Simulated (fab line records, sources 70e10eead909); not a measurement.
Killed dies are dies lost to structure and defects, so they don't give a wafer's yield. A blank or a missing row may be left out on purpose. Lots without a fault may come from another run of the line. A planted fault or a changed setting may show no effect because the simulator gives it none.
Which tool did it? | flow nand_harc | 13 lots, 39 wafers sampled, at 2 steps of a route of 1302

WHAT THE GAUGES READ, wafer by wafer
NHARC_A_SLIT_CD_MEAS_21.
lot  | measured     | on        | cd_nm (nm)
L532 | day 20 11:41 | cd_sem-03 | 289.5 289.9 289.4
L531 | day 20 18:12 | cd_sem-01 | 291.3 290.2 291.3
L535 | day 21 08:34 | cd_sem-01 | 288.3 288.1 288.7
L536 | day 21 11:33 | cd_sem-02 | 288.7 289.1 289.8
L537 | day 21 23:50 | cd_sem-01 | 289.4 289.6 289.9
L538 | day 22 18:43 | cd_sem-01 | 289.9 289.4 290.4
L541 | day 24 08:49 | cd_sem-01 | 289.1 289.2 288.3
L542 | day 24 08:56 | cd_sem-03 | 288.7 289.0 289.9
L544 | day 26 06:39 | cd_sem-02 | 290.3 290.7 291.0
L546 | day 26 13:31 | cd_sem-02 | 289.6 290.3 288.8
L548 | day 27 04:44 | cd_sem-03 | 289.4 290.3 289.6
L553 | day 28 20:53 | cd_sem-01 | 290.2 289.2 290.0
L554 | day 29 18:41 | cd_sem-01 | 289.6 290.2 290.6

WHICH TOOL RAN EACH LOT (tool, then ch and the chambers of the sampled wafers, then the start)
lot  | NHARC_A_SLIT_ETCH_29
L532 | rie_diel-07 ch 0,2, day 20 11:09
L531 | rie_diel-10 ch 0,2, day 20 17:40
L535 | rie_diel-10 ch 0,3, day 21 08:02
L536 | rie_diel-02 ch 0,1,3, day 21 11:01
L537 | rie_diel-07 ch 1,2,3, day 21 23:18
L538 | rie_diel-02 ch 0,2,3, day 22 18:10
L541 | rie_diel-07 ch 2,3, day 24 08:16
L542 | rie_diel-02 ch 0,2,3, day 24 08:24
L544 | rie_diel-02 ch 0,3, day 26 06:02
L546 | rie_diel-07 ch 2,3, day 26 12:59
L548 | rie_diel-07 ch 1,3, day 27 04:13
L553 | rie_diel-02 ch 1,2,3, day 28 20:20
L554 | rie_diel-02 ch 1,2, day 29 18:08
- NHARC_A_SLIT_ETCH_29: etches the open film in CF4/O2, target depth 100 nm, overetch 10 nm, time 55 s.

WHAT THE TOOLS THEMSELVES READ (means of the sampled wafers that have a number; where no wafer has one, the mark that the record gives instead)
NHARC_A_SLIT_ETCH_29.
lot  | tool        | drypump_motor_current_A (A) | oes_product_au (a.u.) | rf_vpp_V (V) | showerhead_plenum_p_Torr (Torr) | throttle_valve_pct (%)
L532 | rie_diel-07 | 5.7                         | 0.988                 | 199.1        | 1.40                            | 13.402
L531 | rie_diel-10 | 5.1                         | 1.015                 | 198.4        | 1.35                            | 13.404
L535 | rie_diel-10 | 5.7                         | 1.020                 | 196.7        | 1.25                            | 13.405
L536 | rie_diel-02 | 5.6                         | 0.995                 | 197.7        | 1.32                            | 13.405
L537 | rie_diel-07 | 5.9                         | 1.002                 | 198.7        | 1.38                            | 13.397
L538 | rie_diel-02 | 5.7                         | 0.997                 | 197.5        | 1.34                            | 13.404
L541 | rie_diel-07 | 6.0                         | 1.005                 | 197.7        | 1.32                            | 13.395
L542 | rie_diel-02 | 5.7                         | 0.997                 | 197.6        | 1.34                            | 13.397
L544 | rie_diel-02 | 5.9                         | 1.007                 | 198.0        | 1.35                            | 13.400
L546 | rie_diel-07 | 6.0                         | 1.009                 | 197.4        | 1.32                            | 13.406
L548 | rie_diel-07 | 6.1                         | 0.993                 | 197.2        | 1.32                            | 13.395
L553 | rie_diel-02 | 5.5                         | 1.000                 | 198.2        | 1.33                            | 13.395
L554 | rie_diel-02 | 5.2                         | 0.996                 | 197.5        | 1.32                            | 13.386

THE ANSWER, worked out from the rows above alone
Rule: what is usual is taken from the lots themselves. Put in order of their means at a reading, lots are off if they are a third of the lots or fewer, leave a main group of 4 or more, and stand apart from it by a gap of 3 or more times the standard deviation of the main group's means; of several such gaps the widest counts. A main group whose means are all the same, to the digits that the tables above print for the reading, isn't used. A lot without any number at a reading at which 4 lots or more have one is off too. The other lots that the step has rows for count as sound. The gauges are gone through in route order, then the tools' own readings, and for those a lot's mean is taken as printed above. The first step at which some lot is off is used, and at that step the reading that is off furthest; a lot without a number counts as furthest.
No lot is off at any reading shown: from this, nothing can be told.

WHAT THE SIMULATOR HAD PUT IN
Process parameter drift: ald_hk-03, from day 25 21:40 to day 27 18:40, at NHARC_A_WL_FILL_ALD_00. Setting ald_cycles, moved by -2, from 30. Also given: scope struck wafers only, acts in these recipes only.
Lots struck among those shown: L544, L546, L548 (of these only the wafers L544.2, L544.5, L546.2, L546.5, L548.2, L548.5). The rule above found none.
